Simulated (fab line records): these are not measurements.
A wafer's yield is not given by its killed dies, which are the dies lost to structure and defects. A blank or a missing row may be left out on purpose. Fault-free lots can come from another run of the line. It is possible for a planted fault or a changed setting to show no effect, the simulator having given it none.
Matching of chambers | flow n5 finfet | N5_BEOL_M1_ETCH_69 on rie diel-03 has 4 sister chambers
The step etches SiARC in CF4, target depth 15.6 nm, time 26 s. 4 wafers are shown with their chamber, then 8 later ones without.

== WAFERS, EACH WITH ITS CHAMBER ==
wafer  | chamber | showerhead plenum p Torr (Torr)
L084.6 | 1       | 2.05
L087.4 | 0       | 2.13
L087.6 | 3       | 2.17
L095.1 | 2       | 2.22

== WAFERS WHOSE CHAMBER IS MISSING ==
wafer  | showerhead plenum p Torr (Torr)
L095.4 | 2.12
L095.6 | 2.05
L097.1 | 2.12
L097.2 | 2.17
L097.6 | 2.05
L096.1 | 2.17
L096.3 | 2.22
L096.6 | 2.12

== EACH ONE'S CHAMBER ==
wafer  | from the rows above | in truth
L095.4 | 0                   | 0
L095.6 | 1                   | 1
L097.1 | 0                   | 0
L097.2 | 3                   | 3
L097.6 | 1                   | 1
L096.1 | 3                   | 3
L096.3 | 2                   | 2
L096.6 | 0                   | 0
8 of 8 placed correctly. Can't be placed from these rows: 0. Wrongly placed: 0.
How it was worked out, from the rows above alone: a wafer's distance from a chamber is the root of the sum, over the readings, of the square of ((its reading less the chamber's mean) divided by the reading's scatter). If the next closest chamber is less than 2 further off than the closest, the wafer can't be placed; otherwise it belongs to the closest. A chamber's mean is the mean of its shown wafers. The scatter: with one shown wafer a chamber, the root of the mean of the squares of how far each hidden wafer lies from its nearest shown one.
